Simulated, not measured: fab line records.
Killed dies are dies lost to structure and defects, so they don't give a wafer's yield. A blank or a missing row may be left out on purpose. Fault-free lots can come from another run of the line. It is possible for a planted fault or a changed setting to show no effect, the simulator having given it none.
A lot that was struck, set against a sound lot | flow nand-harc | 44 steps out of a route of 1159
Sound: the wafers L694.2, L694.3, L694.6. Wafers struck: L701.2, L701.3, L701.5. The cause is named last.
Per side, at each step with rows, come the tool, then ch with its chambers, and then its first start. Under that, the readings that differ: sound wafers | struck wafers | difference of the means | sigmas: that difference in standard deviations of wafers without a fault.
alike: a reading whose means differ by less than 2 such deviations, as well as words and numbers matching on both sides. not compared: withheld readings; readings where some wafer has no value; bounds like >300 that might hide an equal value; numbers whose values overlap and for which the record gives no deviation.
A row with sigmas, a row that says differs or no value, or rows on one side alone: a step with any of these is where the two part. Non-overlapping numbers with no deviation appear without sigmas and do not part them. Lack of a reading on every wafer of one side parts them only where that side has two or more wafers.

NHARC_P_STI_OCD_MEAS_17:
  sound on ocd-01, day 4 05:39; struck on ocd-01, day 6 03:19
  alike: trench-depth-nm, trench-foot-cd-nm
then, 3 steps without rows for these wafers: NHARC_P_STI_STRIP_19 (strips in SPM, time 900 s); NHARC_P_STI_PRECLEAN_32 (cleans in SC1); NHARC_P_STI_SRD_23.
NHARC_P_STI_OCD_MEAS_43:
  sound on ocd-02, day 4 06:09; struck on ocd-01, day 6 03:50
  alike: trench-depth-nm, trench-foot-cd-nm
then, 3 steps without rows for these wafers: NHARC_P_STI_OXIDE_33 (material SiO2, target thk 10 nm, ox time 281 s); NHARC_P_STI_HDPCVD_20 (deposits SiO2); NHARC_P_STI_ANNEAL_34 (time 1800 s).
NHARC_P_STI_CMP_21: polishes, t overpolish 20 s, target thk 380.67 nm.
  sound on cmp-02 ch 1,2,3, day 5 03:27; struck on cmp-02 ch 0,1,3, day 6 22:40
  alike: motor-current-A, overpolish-run-s
then, 2 steps without rows for these wafers: NHARC_P_STI_SRD_35; NHARC_P_STI_ETCH_36 (etches SiO2 in dHF, target depth 38.8 nm).
NHARC_P_STI_STRIP_24: strips Si3N4 in H3PO4.
  sound on wet-bench-04 ch 0,1,2, day 5 03:46; struck on wet-bench-04 ch 0,1,6, day 6 22:59
  alike: bath-heat-duty-pct
then, 4 steps without rows for these wafers: NHARC_P_STI_ETCH_37 (etches SiO2 in dHF, target depth 11 nm); NHARC_P_STI_PRECLEAN_38 (cleans in SC1); NHARC_P_STI_SRD_39; NHARC_P_STI_OXIDE_40 (material SiO2, target thk 10 nm, ox time 1362 s).
NHARC_P_STI_INSPECT_25:
  sound on defect-inspect-02, day 5 12:56; struck on defect-inspect-02, day 7 08:51
  reading          | sound       | struck      | difference | sigmas
  raw-defect-count | 163 112 237 | 580 654 612 | +445       | +6
then, 12 steps without rows for these wafers: NHARC_P_GATE_ETCH_69 (etches SiO2 in dHF, target depth 14 nm); NHARC_P_GATE_PRECLEAN_70 (cleans in SC1); NHARC_P_GATE_SRD_01; NHARC_P_GATE_OXIDE_02 (material SiO2, target thk 37.5 nm, ox time 365 s); NHARC_P_GATE_DEHYDRATE_03 (time 120 s); NHARC_P_GATE_HMDS_04 (time 30 s); NHARC_P_GATE_COAT_05; NHARC_P_GATE_SOFTBAKE_06 (time 95 s); NHARC_P_GATE_EBR_07; NHARC_P_GATE_EXPOSE_08 (exposes mask P HV); NHARC_P_GATE_PEB_09 (peb time 85 s); NHARC_P_GATE_DEVELOP_10 (time 70 s).
NHARC_P_GATE_CD_MEAS_11: the cd target is 1640 nm.
  sound on cd-sem-02 ch 0, day 5 20:57; struck on cd-sem-02 ch 0, day 7 17:04
  alike: cd-nm
then, 1 step without rows for these wafers: NHARC_P_GATE_HARDBAKE_12 (time 80 s).
NHARC_P_GATE_DESCUM_13: chemistry O2, time 3 s.
  sound on rie-diel-02 ch 2,3, day 5 21:07; struck on rie-diel-12 ch 0,2, day 7 17:13
  alike: chamber-pressure-mTorr, drypump-motor-current-A, oes-product-au, rf-vpp-V, showerhead-plenum-p-Torr, throttle-valve-pct
  not compared: rf-hours-counter-h
then, 6 steps without rows for these wafers: NHARC_P_GATE_ETCH_14 (etches SiO2 in dHF, target depth 48.8 nm); NHARC_P_GATE_STRIP_15 (strips in SPM, time 780 s); NHARC_P_GATE_PRECLEAN_71 (cleans in SC1); NHARC_P_GATE_SRD_72; NHARC_P_GATE_OXIDE_16 (material SiO2, target thk 3 nm, ox time 392 s); NHARC_P_GATE_CVD_17 (deposits poly-Si, target thk 150 nm, time 900 s).
NHARC_P_GATE_HM_DEP_102: deposits aC, target thk 120 nm.
  sound on acl-dep-03 ch 0, day 6 13:26; struck on acl-dep-03 ch 0, day 8 09:16
  alike: throttle-valve-pct
NHARC_P_GATE_DEP_103: deposits SiON, target thk 30 nm.
  sound on pecvd-03 ch 0,1,2, day 6 14:02; struck on pecvd-03 ch 0,2, day 8 09:50
  alike: heater-power-w
  not compared: since-wet-clean-h
then, 1 step without rows for these wafers: NHARC_P_GATE_DEHYDRATE_18 (time 120 s).
NHARC_P_GATE_INSPECT_28:
  sound on defect-inspect-01, day 6 14:48; struck on defect-inspect-02, day 8 10:31
  reading          | sound | struck      | difference | sigmas
  raw-defect-count | 6 5 5 | 405 398 435 | +407       | +99 or more
NHARC_P_GATE_INSPECT_68:
  sound on defect-inspect-01, day 7 09:38; struck on defect-inspect-01, day 9 05:50
  reading          | sound       | struck      | difference | sigmas
  raw-defect-count | 140 124 238 | 550 544 562 | +385       | +5
-- jump in the record: it breaks off in module P_GATE and resumes in module END (first step shown: number 1159 of the route), and 14 days separate the struck wafers' starts before and after --
NHARC_END_SORT_01:
  sound on prober-01 ch 0, day 21 10:52; struck on prober-01 ch 0, day 23 05:41
  reading             | sound    | struck    | difference | sigmas
  killed-at-periphery | 5 2 2    | 71 47 82  | +64        | +23
  killed-dies         | 29 23 24 | 95 68 101 | +63        | +5
  alike: killed-at-array, killed-at-other, killed-open, killed-short

## WHERE THEY PART
First at NHARC_P_STI_INSPECT_25; last, within this record, at NHARC_END_SORT_01.

WHY: the cause the simulator had injected
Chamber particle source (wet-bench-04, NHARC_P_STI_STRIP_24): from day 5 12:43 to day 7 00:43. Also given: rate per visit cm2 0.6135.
